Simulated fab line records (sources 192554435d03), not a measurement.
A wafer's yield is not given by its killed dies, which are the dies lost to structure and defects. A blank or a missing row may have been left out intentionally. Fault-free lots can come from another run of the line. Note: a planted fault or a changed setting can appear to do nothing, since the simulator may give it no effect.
Split-lot study :: flow n5-finfet :: 21 wafers read across 7 lots, on a route 1938 steps long

== ON THE SPLIT ==
At N5_BEOL_M14_PEB_26 (peb time 90 s), the setting peb-temp-c was moved away from the recipe's 130 C on 8 of the 21 wafers read, by -1.2% to +2.5%. For the rest of the wafers, this setting stayed at what the recipe calls for.

== FROM THE SPLIT TO THE READING: what the file shows between them, 2 steps ==
- N5_BEOL_M14_DEVELOP_27: develop time 45 s
- N5_BEOL_M14_HARDBAKE_32: time 120 s

== THE READING ==
At N5_BEOL_M14_CD_MEAS_28: cd-nm in nanometres, against a target cd of 284.4 nm. On this fab line, fault-free wafers typically give 285.2 nm with a standard deviation of 1.6 nm.

wafer: L079.2
tool, chamber at the split: litho-track-05, 0
peb-temp-c as run, C: 131.6
against the recipe: +1.2%
cd-nm, nm: 292.7
against lot-mates on the recipe: +5.9

wafer: L079.5
tool, chamber at the split: litho-track-05, 0
peb-temp-c as run, C: 130
against the recipe: recipe
cd-nm, nm: 286.8
against lot-mates on the recipe: -

wafer: L079.6
tool, chamber at the split: litho-track-05, 0
peb-temp-c as run, C: 131.6
against the recipe: +1.2%
cd-nm, nm: 293.0
against lot-mates on the recipe: +6.2

wafer: L080.1
tool, chamber at the split: litho-track-04, 0
peb-temp-c as run, C: 130
against the recipe: recipe
cd-nm, nm: 286.2
against lot-mates on the recipe: -

wafer: L080.5
tool, chamber at the split: litho-track-04, 0
peb-temp-c as run, C: 128.5
against the recipe: -1.2%
cd-nm, nm: 277.7
against lot-mates on the recipe: -8.3

wafer: L080.6
tool, chamber at the split: litho-track-04, 0
peb-temp-c as run, C: 130
against the recipe: recipe
cd-nm, nm: 285.8
against lot-mates on the recipe: -

wafer: L083.1
tool, chamber at the split: litho-track-04, 0
peb-temp-c as run, C: 130
against the recipe: recipe
cd-nm, nm: 287.5
against lot-mates on the recipe: -

wafer: L083.2
tool, chamber at the split: litho-track-04, 0
peb-temp-c as run, C: 130
against the recipe: recipe
cd-nm, nm: 286.0
against lot-mates on the recipe: -

wafer: L083.4
tool, chamber at the split: litho-track-04, 0
peb-temp-c as run, C: 130
against the recipe: recipe
cd-nm, nm: 284.5
against lot-mates on the recipe: -

wafer: L088.2
tool, chamber at the split: litho-track-05, 0
peb-temp-c as run, C: 130
against the recipe: recipe
cd-nm, nm: 285.7
against lot-mates on the recipe: -

wafer: L088.3
tool, chamber at the split: litho-track-05, 0
peb-temp-c as run, C: 128.8
against the recipe: -0.9%
cd-nm, nm: 277.0
against lot-mates on the recipe: -8.7

wafer: L088.5
tool, chamber at the split: litho-track-05, 0
peb-temp-c as run, C: 128.8
against the recipe: -0.9%
cd-nm, nm: 279.9
against lot-mates on the recipe: -5.8

wafer: L092.2
tool, chamber at the split: litho-track-04, 0
peb-temp-c as run, C: 130
against the recipe: recipe
cd-nm, nm: 285.4
against lot-mates on the recipe: -

wafer: L092.5
tool, chamber at the split: litho-track-04, 0
peb-temp-c as run, C: 130
against the recipe: recipe
cd-nm, nm: 287.4
against lot-mates on the recipe: -

wafer: L092.6
tool, chamber at the split: litho-track-04, 0
peb-temp-c as run, C: 130
against the recipe: recipe
cd-nm, nm: 285.9
against lot-mates on the recipe: -

wafer: L095.1
tool, chamber at the split: litho-track-05, 0
peb-temp-c as run, C: 131.6
against the recipe: +1.2%
cd-nm, nm: 291.0
against lot-mates on the recipe: +7.0

wafer: L095.3
tool, chamber at the split: litho-track-05, 0
peb-temp-c as run, C: 131.6
against the recipe: +1.2%
cd-nm, nm: 291.3
against lot-mates on the recipe: +7.3

wafer: L095.6
tool, chamber at the split: litho-track-05, 0
peb-temp-c as run, C: 130
against the recipe: recipe
cd-nm, nm: 284.0
against lot-mates on the recipe: -

wafer: L097.2
tool, chamber at the split: litho-track-02, 0
peb-temp-c as run, C: 130
against the recipe: recipe
cd-nm, nm: 282.9
against lot-mates on the recipe: -

wafer: L097.3
tool, chamber at the split: litho-track-02, 0
peb-temp-c as run, C: 133.3
against the recipe: +2.5%
cd-nm, nm: 299.1
against lot-mates on the recipe: +15.8

wafer: L097.6
tool, chamber at the split: litho-track-02, 0
peb-temp-c as run, C: 130
against the recipe: recipe
cd-nm, nm: 283.8
against lot-mates on the recipe: -

FIT RESULTS
A straight line over all 21 wafers: cd-nm changes by +5.8 nm for each +1% of peb-temp-c; r = +0.96; the points scatter about the line by 1.4 nm.
The same after taking each lot's own level away (the mean of its wafers on the recipe; 21 wafers): +6.26 nm for each +1%; r = +0.98; scatter 1 nm.
Per that fit: largest peb-temp-c move, reading shift of 16 nm.
The span of the lots' own levels, 283.35 to 286.80 nm, comes to 2.2 times the standard deviation stated above.
The two slopes are in agreement: the lot-to-lot level therefore moves the slope only a little.
Check: +15.3 nm against its lot-mates is what the line predicts for one of the wafers moved furthest among these (+2.5%) when that wafer is left out of the fit. Against them it came out at +15.8 nm.

== OTHER SPLITS APPLIED TO THESE WAFERS ==
Before the reading, these wafers also passed through other splits. Each is held against what the fit with the lots' levels taken away leaves over:
other split on the same wafers: N5_BEOL_M11_COAT_59 spin-rpm
wafers away from the commonest value: 10
r with cd-nm (lot level and that fit taken away): -0.01

other split on the same wafers: N5_BEOL_M12_COAT_04 spin-rpm
wafers away from the commonest value: 5
r with cd-nm (lot level and that fit taken away): -0.18

other split on the same wafers: N5_BEOL_M12_ETCH_59 h2-flow-sccm
wafers away from the commonest value: 10
r with cd-nm (lot level and that fit taken away): -0.33

other split on the same wafers: N5_BEOL_M13_ETCH_68 time-s
wafers away from the commonest value: 7
r with cd-nm (lot level and that fit taken away): -0.01

== THE WHOLE CHAIN: every reading that the file lists as answering this split, in the file's order ==
step: N5_BEOL_M14_CD_MEAS_28
what it does: target cd 284.4 nm
reading: cd-nm
change (the file's fit): +6.22 nm for each +1% of the setting
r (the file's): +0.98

step: N5_BEOL_M14_DESCUM_33
what it does: chemistry O2, time 7.9 s
reading: BEOL_M14.cd-nm (the simulator's own value, which no gauge read)
change (the file's fit): +6.26 nm for each +1% of the setting
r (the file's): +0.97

step: N5_BEOL_M14_ETCH_67
what it does: etches SiARC in CF4, target depth 143 nm, time 238.3 s
reading: BEOL_M14.cd-nm (the simulator's own value, which no gauge read)
change (the file's fit): +6.51 nm for each +1% of the setting
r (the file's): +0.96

step: N5_BEOL_M14_ETCH_68
what it does: etches SOC in N2/H2, time 450 s
reading: BEOL_M14.cd-nm (the simulator's own value, which no gauge read)
change (the file's fit): +6.83 nm for each +1% of the setting
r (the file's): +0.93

== FILE'S OWN FIT ==
cd-nm changes by +6.22 nm for each +1% of peb-temp-c, r = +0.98.
